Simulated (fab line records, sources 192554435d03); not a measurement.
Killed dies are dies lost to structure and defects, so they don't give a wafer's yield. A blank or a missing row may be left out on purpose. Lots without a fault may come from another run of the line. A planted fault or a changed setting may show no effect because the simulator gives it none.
Problem report in the 8D (eight disciplines) form, filled by code | flow n5_finfet | the parts of the form that need people (team, actions taken, sign-off) are left out

1. THE PROBLEM
raw_defect_count at N5_BEOL_M0_SAQP_INSPECT_42 reads a mean of 1403 on 3 wafers of 3 lots; wafers without a fault read 286 with a standard deviation of 82. That is +14 standard deviations from the usual mean.
The step: inspects for defects (brightfield).
First seen on wafer L613.1, day 9 19:41, on defect_inspect-01. The record holds 22 wafers of 8 lots with a number at this step. Rule for "out", or "out of limits": more than 4 standard deviations from the usual mean. The other wafers with a number count as sound.

2. WHAT IT IS AND WHAT IT IS NOT
question                    | is                                   | is not
which readings at this step | raw_defect_count                     | -
which lots                  | L613, L615, L617                     | L609, L612, L622, L625, L626
which wafers of those lots  | L613.1, L615.3, L617.3               | L613.4, L613.6, L615.6, L617.5
read on which gauges        | defect_inspect-01, defect_inspect-02 | -
when                        | from day 9 19:41                     | up to then (8 sound wafers); but 11 sound wafers of L615, L617, L622, L625, L626 came after

3. SUSPECTS, AND WHAT RULES EACH OUT
Counting: a tool at a process step up to the reading stays a suspect if it ran every lot that is out. Sound lots after the first of them don't rule it out here, since some wafers of a struck lot are sound.
- the gauge at N5_BEOL_M0_SAQP_INSPECT_42: ruled out. The wafers that are out were read on 2 gauges (defect_inspect-01, defect_inspect-02).
- pecvd-04 at N5_BEOL_M0_SAQP_PECVD_96 (deposits a-Si from SiH4/He, target thk 45 nm, time 45.2 s): kept. It ran every lot that is out, first L613 (day 8 11:01); its last sound lot up to then is L612 (day 8 10:40). Its own readings are out on those wafers: run_length_s.
Left after counting: pecvd-04 at N5_BEOL_M0_SAQP_PECVD_96.

4. THE CAUSE (what the simulator had put in)
Process parameter drift: pecvd-04, from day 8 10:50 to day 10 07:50, at N5_BEOL_M0_SAQP_PECVD_96. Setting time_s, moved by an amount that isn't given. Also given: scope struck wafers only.
Counting left only this tool.

5. THE CHAIN OF EFFECTS, in route order
Each row: a reading whose mean over the struck wafers that have a number lies more than 3 standard deviations from the usual. Only readings for which the record gives a usual standard deviation are gone through. hours: the time from each lot's start at the first step in this table that gives one to its start at this step, as a median over the lots. sigmas: the change in usual standard deviations.
hours | step                             | reading              | usual      | on struck wafers | change | sigmas
0     | N5_BEOL_M0_SAQP_PECVD_96         | run_length_s         | 81.4 s     | 118.5            | +37.1  | +69
4     | N5_BEOL_M0_SAQP_MANDREL_ETCH_103 | oes_product_au       | 0.678 a.u. | 0.992            | +0.314 | +26
6     | N5_BEOL_M0_SAQP_ETCH_106         | oes_product_au       | 0.76 a.u.  | 0.49             | -0.27  | -3.3
9     | N5_BEOL_M0_SAQP_INSPECT_42       | raw_defect_count     | 286        | 1403             | +1117  | +14
175   | N5_PASSIVATION_PROBE_49          | defect_limited_yield | 91.2 %     | 45.4             | -45.8  | -35
175   | N5_PASSIVATION_PROBE_49          | killed_at_M0_to_M3   | 34         | 568              | +534   | +58
175   | N5_PASSIVATION_PROBE_49          | killed_dies          | 104        | 645              | +541   | +36
175   | N5_PASSIVATION_PROBE_49          | killed_on_rim        | 14         | 106              | +92    | +25
175   | N5_PASSIVATION_PROBE_49          | sort_bin_5_function  | 5.2 %      | 50.7             | +45.5  | +52
175   | N5_PASSIVATION_PROBE_49          | sort_n_pass          | 1076       | 535              | -541   | -36
175   | N5_PASSIVATION_PROBE_49          | sort_yield_pct       | 91.2 %     | 45.4             | -45.8  | -35
The process steps in it:
- N5_BEOL_M0_SAQP_PECVD_96: deposits a-Si from SiH4/He, target thk 45 nm, time 45.2 s.
- N5_BEOL_M0_SAQP_MANDREL_ETCH_103: etches a-Si in HBr/Cl2, stops on SiCN, target depth 45 nm, bt time 10 s, time 27 s.
- N5_BEOL_M0_SAQP_ETCH_106: etches SOC in N2/H2, stops on SiNx, target depth 150 nm.
- N5_PASSIVATION_PROBE_49
Later measuring or inspecting steps at which every struck wafer that the step has a row for has a number for every such reading, and none has moved that far: N5_BEOL_M4_RC_MEAS_101.

6. WHAT WOULD HAVE CAUGHT IT SOONER
In this record the first reading out of limits at a measuring or inspecting step was taken at day 9 19:41, 33 hours after the fault began at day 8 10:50.
The tool's own readings at N5_BEOL_M0_SAQP_PECVD_96 were out on every struck wafer that the step has a row for (run_length_s): an alarm limit on them would have fired on the first of those.
Of the lots that are out (3), L615, L617 began N5_BEOL_M0_SAQP_PECVD_96 on pecvd-04 after day 9 19:41. A hold on the tool at that time would have spared those 2.
